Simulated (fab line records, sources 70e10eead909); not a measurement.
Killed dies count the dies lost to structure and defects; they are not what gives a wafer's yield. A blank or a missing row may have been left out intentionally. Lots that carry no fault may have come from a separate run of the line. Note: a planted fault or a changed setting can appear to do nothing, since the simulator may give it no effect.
What tool caused it? -- flow nand_harc -- Sampling: 6 lots, 18 wafers, 5 of 1159 route steps

## WHAT THE GAUGES SHOWED, per wafer
NHARC_END_SORT_01.
lot,measured,on,killed_at_periphery
L108,day 20 03:16,prober-02,2 1 2
L110,day 20 16:31,prober-02,4 2 4
L118,day 21 22:04,prober-02,655 659 657
L123,day 24 19:32,prober-01,0 3 4
L126,day 24 14:02,prober-02,2 3 0
L130,day 25 05:35,prober-02,0 3 1

## WHICH TOOL RAN EACH LOT (tool, then ch and the chambers of the sampled wafers, then the start)
lot,NHARC_P_GATE_DEVELOP_45,NHARC_THIN_TSV_DEP_43,NHARC_THIN_TSV_DESCUM_35,NHARC_THIN_TSV_ETCH_59
L108,"litho_track-02 ch 0, day 5 07:00","pecvd-02 ch 0,1,2, day 19 02:05","rie_diel-10 ch 0,1,2, day 19 08:56","rie_metal-01 ch 0,1, day 19 09:09"
L110,"litho_track-02 ch 0, day 5 22:00","pecvd-03 ch 1,2, day 19 05:33","rie_diel-02 ch 0,2, day 19 12:31","rie_metal-03 ch 0,1, day 19 12:40"
L118,"litho_track-07 ch 0, day 7 16:00",-,-,-
L123,"litho_track-05 ch 0, day 9 04:00","pecvd-01 ch 0,1,2, day 23 21:58","rie_diel-08 ch 1,2, day 24 04:57","rie_metal-03 ch 0,1, day 24 05:07"
L126,"litho_track-02 ch 0, day 9 21:00","pecvd-01 ch 0,1, day 23 20:47","rie_diel-02 ch 0,3, day 24 03:40","rie_metal-02 ch 0,1, day 24 03:49"
L130,"litho_track-05 ch 0, day 10 19:00","pecvd-01 ch 0,1, day 24 05:44","rie_diel-02 ch 0,2,3, day 24 12:50","rie_metal-01 ch 0,1, day 24 12:58"
- NHARC_P_GATE_DEVELOP_45: time 70 s.
- NHARC_THIN_TSV_DEP_43: deposits SiO2, target thk 1328.5 nm.
- NHARC_THIN_TSV_DESCUM_35: chemistry O2, time 3 s.
- NHARC_THIN_TSV_ETCH_59: etches the open film in Cl2/BCl3, target depth 880 nm, time 138.1 s.

## THE ANSWER, worked out from the rows above alone
Rule: usual is defined by the lots themselves. The widest of any qualifying gaps counts: lots, ordered by their means at a reading, are off when they make up no more than a third of the lots, leave a main group of 4 or more, and stand apart from it by 3 or more times the standard deviation of that group's means. Not used: any main group whose means are identical at the precision the tables above print for the reading. A lot without any number at a reading at which 4 lots or more have one is off too. Where the step has rows for the other lots, those lots are counted as sound.
Off at NHARC_END_SORT_01 (killed_at_periphery): L118. The main group: mean 2.1, standard deviation 0.71.
If a tool, at a process step before that reading, ran all the lots that are off and no sound lot after the first of them, it fits. The gauges at NHARC_END_SORT_01 are tried like those tools. One candidate fits, namely litho_track-07 at NHARC_P_GATE_DEVELOP_45. It ran no sound lot before its first lot that is off in this sample, so the start can't be narrowed down.

## WHAT THE SIMULATOR HAD PUT IN
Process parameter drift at NHARC_P_GATE_DEVELOP_45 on litho_track-07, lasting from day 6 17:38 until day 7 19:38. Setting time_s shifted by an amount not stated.
Shown lots that were struck: L118. The rule given above showed the same thing.
